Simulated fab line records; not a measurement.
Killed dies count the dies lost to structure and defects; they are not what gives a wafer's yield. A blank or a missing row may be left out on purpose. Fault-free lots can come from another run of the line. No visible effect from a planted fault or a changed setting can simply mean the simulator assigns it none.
Matching of chambers :: flow nand_harc :: NHARC_A_STAIRCASE_TRIM_12 on rie_diel-07 has 3 sister chambers
The step chemistry O2, time 211.2 s. 6 wafers are shown with their chamber, then 6 later ones without.

== WAFERS PAIRED WITH THEIR CHAMBERS ==
wafer: L076.4
chamber: 2
showerhead_plenum_p_Torr (Torr): 3.80
drypump_motor_current_A (A): 6.2

wafer: L078.6
chamber: 0
showerhead_plenum_p_Torr (Torr): 3.32
drypump_motor_current_A (A): 6.0

wafer: L080.4
chamber: 2
showerhead_plenum_p_Torr (Torr): 3.79
drypump_motor_current_A (A): 6.1

wafer: L080.5
chamber: 0
showerhead_plenum_p_Torr (Torr): 3.31
drypump_motor_current_A (A): 6.0

wafer: L080.6
chamber: 3
showerhead_plenum_p_Torr (Torr): 3.38
drypump_motor_current_A (A): 5.5

wafer: L087.1
chamber: 3
showerhead_plenum_p_Torr (Torr): 3.37
drypump_motor_current_A (A): 5.4

== WAFERS WHOSE CHAMBER IS MISSING ==
wafer: L087.4
showerhead_plenum_p_Torr (Torr): 3.78
drypump_motor_current_A (A): 6.2

wafer: L089.1
showerhead_plenum_p_Torr (Torr): 3.30
drypump_motor_current_A (A): 6.0

wafer: L089.2
showerhead_plenum_p_Torr (Torr): 3.37
drypump_motor_current_A (A): 5.5

wafer: L089.4
showerhead_plenum_p_Torr (Torr): 3.77
drypump_motor_current_A (A): 6.2

wafer: L096.1
showerhead_plenum_p_Torr (Torr): 3.36
drypump_motor_current_A (A): 5.5

wafer: L096.6
showerhead_plenum_p_Torr (Torr): 3.29
drypump_motor_current_A (A): 5.9

== EACH ONE'S CHAMBER ==
wafer: L087.4
from the rows above: 2
in truth: 2

wafer: L089.1
from the rows above: 0
in truth: 0

wafer: L089.2
from the rows above: 3
in truth: 3

wafer: L089.4
from the rows above: 2
in truth: 2

wafer: L096.1
from the rows above: 3
in truth: 3

wafer: L096.6
from the rows above: 0
in truth: 0
Correct placement for 6 of the 6. Can't be placed from these rows: 0. 0 placed wrongly.
How it was worked out, from the rows above alone: a wafer's distance from a chamber is the root of the sum, over the readings, of the square of ((its reading less the chamber's mean) divided by the reading's scatter). If the next closest chamber is less than 2 further off than the closest, the wafer can't be placed; otherwise it belongs to the closest. For every chamber, the mean is computed from those of its wafers that are shown. The scatter is the square root of a quotient: the sum, over the shown wafers, of each reading's squared deviation from its chamber's mean, divided by wafers minus chambers.
